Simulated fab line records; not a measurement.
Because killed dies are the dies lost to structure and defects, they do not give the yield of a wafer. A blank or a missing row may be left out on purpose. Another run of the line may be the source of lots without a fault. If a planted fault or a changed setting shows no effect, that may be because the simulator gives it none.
Tool commonality check	flow nand-harc	Sample size 12 lots and 36 wafers

## REASON FOR OPENING
Flagged at NHARC_P_M0_CD_MEAS_09: reading cd-nm, on 2 of 12 lots. Fault-free wafers read 90.4 nm, with a standard deviation of 0.77.
Rule: a lot is flagged in two cases, either no wafer of it has a number, or all its wafers with numbers fall more than 4 standard deviations from that mean. All remaining lots are regarded as sound.

lot	measured	on	cd-nm (nm), wafer by wafer	flag
L988	day 5 19:20	cd-sem-02	89.6 91.7 91.2	
L989	day 6 17:22	cd-sem-02	91.1 90.0 90.3	
L990	day 7 01:20	cd-sem-02	91.6 92.2 91.3	
L992	day 7 20:28	cd-sem-03	107.0 106.0 107.0	FLAGGED
L995	day 8 22:55	cd-sem-02	106.6 106.9 106.4	FLAGGED
L998	day 10 08:26	cd-sem-03	90.6 89.8 89.8	
L103	day 12 10:26	cd-sem-02	90.5 90.0 90.3	
L105	day 13 10:00	cd-sem-02	89.7 89.6 91.2	
L106	day 13 10:41	cd-sem-02	90.6 89.7 90.1	
L107	day 14 04:05	cd-sem-03	90.1 89.6 90.5	
L109	day 14 14:50	cd-sem-03	90.3 90.0 89.1	
L110	day 15 00:54	cd-sem-01	90.9 90.5 90.2	
The mean of the flagged lots' numbers is 106.7 nm, +16.2 nm from the usual (+21 standard deviations).

## EACH LOT AND THE TOOL IT RAN ON
Before the reading, the record contains 2 process steps out of a 1302-step route. Each cell gives the tool, then ch followed by the chambers the sampled wafers passed through, then the start.
lot	flag	NHARC_P_CONTACT_PVD_32	NHARC_P_M0_PEB_07
L988		pvd-sputter-03, day 5 19:16 or earlier	litho-track-06 ch 0, day 5 19:16
L989		pvd-sputter-02, day 6 17:17 or earlier	litho-track-04 ch 0, day 6 17:17
L990		pvd-sputter-02, day 7 01:15 or earlier	litho-track-01 ch 0, day 7 01:15
L992	FLAGGED	pvd-sputter-03, day 7 20:23 or earlier	litho-track-01 ch 0, day 7 20:23
L995	FLAGGED	pvd-sputter-01, day 8 22:50 or earlier	litho-track-01 ch 0, day 8 22:50
L998		pvd-sputter-03, day 10 08:21 or earlier	litho-track-06 ch 0, day 10 08:21
L103		pvd-sputter-03, day 12 10:21 or earlier	litho-track-06 ch 0, day 12 10:21
L105		pvd-sputter-01, day 13 09:55 or earlier	litho-track-06 ch 0, day 13 09:55
L106		pvd-sputter-03, day 13 10:36 or earlier	litho-track-04 ch 0, day 13 10:36
L107		pvd-sputter-03, day 14 04:01 or earlier	litho-track-06 ch 0, day 14 04:01
L109		pvd-sputter-01, day 14 14:45 or earlier	litho-track-04 ch 0, day 14 14:45
L110		pvd-sputter-03, day 15 00:49 or earlier	litho-track-06 ch 0, day 15 00:49
What these steps do:
- NHARC_P_CONTACT_PVD_32: deposits Ti, target thk 5 nm, time 17.7 s.
- NHARC_P_M0_PEB_07: peb time 65 s.
- NHARC_P_M0_CD_MEAS_09: target cd 90 nm.

## FLAGGED OVER TOTAL, TOOL BY TOOL (the gauges that took the reading come last)
step	tool	lots run	flagged	share of the flagged lots	sound lots run after its first flagged lot
NHARC_P_CONTACT_PVD_32	pvd-sputter-01	3	1	some	2 (L105,L109)
NHARC_P_CONTACT_PVD_32	pvd-sputter-02	2	0	none	-
NHARC_P_CONTACT_PVD_32	pvd-sputter-03	7	1	some	5 (L998,L103,L106,L107,L110)
NHARC_P_M0_PEB_07	litho-track-01	3	2	all	0
NHARC_P_M0_PEB_07	litho-track-04	3	0	none	-
NHARC_P_M0_PEB_07	litho-track-06	6	0	none	-
NHARC_P_M0_CD_MEAS_09	cd-sem-01	1	0	none	-
NHARC_P_M0_CD_MEAS_09	cd-sem-02	7	1	some	3 (L103,L105,L106)
NHARC_P_M0_CD_MEAS_09	cd-sem-03	4	1	some	3 (L998,L107,L109)
NHARC_P_CONTACT_PVD_32 gives no start for some lots, so the hours and the order of its lots are those of NHARC_P_M0_PEB_07.

## THE TABLE: WHAT IT ALLOWS
Rows of the table that ran each flagged lot: 1, that is litho-track-01 at NHARC_P_M0_PEB_07.
- litho-track-01 at NHARC_P_M0_PEB_07: 2 of its 3 lots flagged. Its last sound lot is L990 (day 7 01:15), its first flagged lot L992 (day 7 20:23): a fault that began between those two fits. Its own readings (heater-power-total-W, plate-temp-C) fall more than 4 standard deviations out on all wafers of the flagged lots.
litho-track-01 at NHARC_P_M0_PEB_07 is the single tool remaining.

## WHAT HAD BEEN PUT IN BY THE SIMULATOR
Drift in process parameters on litho-track-01 at NHARC_P_M0_PEB_07, starting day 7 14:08. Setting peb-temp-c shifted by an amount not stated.
Struck lots among those shown: L992, L995. The rule given above showed the same thing.
